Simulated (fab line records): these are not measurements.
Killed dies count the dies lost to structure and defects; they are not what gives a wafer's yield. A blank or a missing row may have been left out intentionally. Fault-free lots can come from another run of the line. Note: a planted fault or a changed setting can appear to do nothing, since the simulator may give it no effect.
Chamber matching || flow n5_finfet || pecvd-01 running N5_BEOL_M1_DEP_57: 3 sister chambers
The step deposits SiCN from 3MS/NH3, target thk 8 nm, time 14 s. 3 wafers are shown with their chamber, then 10 later ones without.

EACH WAFER AND ITS CHAMBER
{"wafer": "L089.1", "chamber": 2, "throttle_valve_pct (%)": 8.7}
{"wafer": "L090.1", "chamber": 1, "throttle_valve_pct (%)": 9.3}
{"wafer": "L090.4", "chamber": 0, "throttle_valve_pct (%)": 9.2}

WAFERS WHOSE CHAMBER IS MISSING
{"wafer": "L090.5", "throttle_valve_pct (%)": 9.1}
{"wafer": "L093.2", "throttle_valve_pct (%)": 8.6}
{"wafer": "L093.5", "throttle_valve_pct (%)": 8.3}
{"wafer": "L093.6", "throttle_valve_pct (%)": 9.2}
{"wafer": "L094.2", "throttle_valve_pct (%)": 9.4}
{"wafer": "L094.3", "throttle_valve_pct (%)": 8.7}
{"wafer": "L094.4", "throttle_valve_pct (%)": 8.5}
{"wafer": "L096.3", "throttle_valve_pct (%)": 8.6}
{"wafer": "L096.4", "throttle_valve_pct (%)": 9.4}
{"wafer": "L096.5", "throttle_valve_pct (%)": 9.5}

EACH ONE'S CHAMBER
{"wafer": "L090.5", "from the rows above": "can't be placed: 0 or 1 or 2", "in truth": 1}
{"wafer": "L093.2", "from the rows above": 2, "in truth": 2}
{"wafer": "L093.5", "from the rows above": 2, "in truth": 2}
{"wafer": "L093.6", "from the rows above": "can't be placed: 0 or 1", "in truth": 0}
{"wafer": "L094.2", "from the rows above": "can't be placed: 1 or 0", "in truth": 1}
{"wafer": "L094.3", "from the rows above": 2, "in truth": 2}
{"wafer": "L094.4", "from the rows above": 2, "in truth": 2}
{"wafer": "L096.3", "from the rows above": 2, "in truth": 2}
{"wafer": "L096.4", "from the rows above": "can't be placed: 1 or 0", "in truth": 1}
{"wafer": "L096.5", "from the rows above": "can't be placed: 1 or 0", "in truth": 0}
Placed correctly: 5 of 10. Can't be placed from these rows: 5 (the true chamber is among the candidates in 5). Wrongly placed: 0.
How it was worked out, from the rows above alone: a wafer's distance from a chamber is the root of the sum, over the readings, of the square of ((its reading less the chamber's mean) divided by the reading's scatter). If the next closest chamber is less than 2 further off than the closest, the wafer can't be placed; otherwise it belongs to the closest. Each chamber's mean is taken over the wafers shown for it. The scatter: root of mean squared gap, hidden wafer to nearest shown wafer, with one shown wafer a chamber.
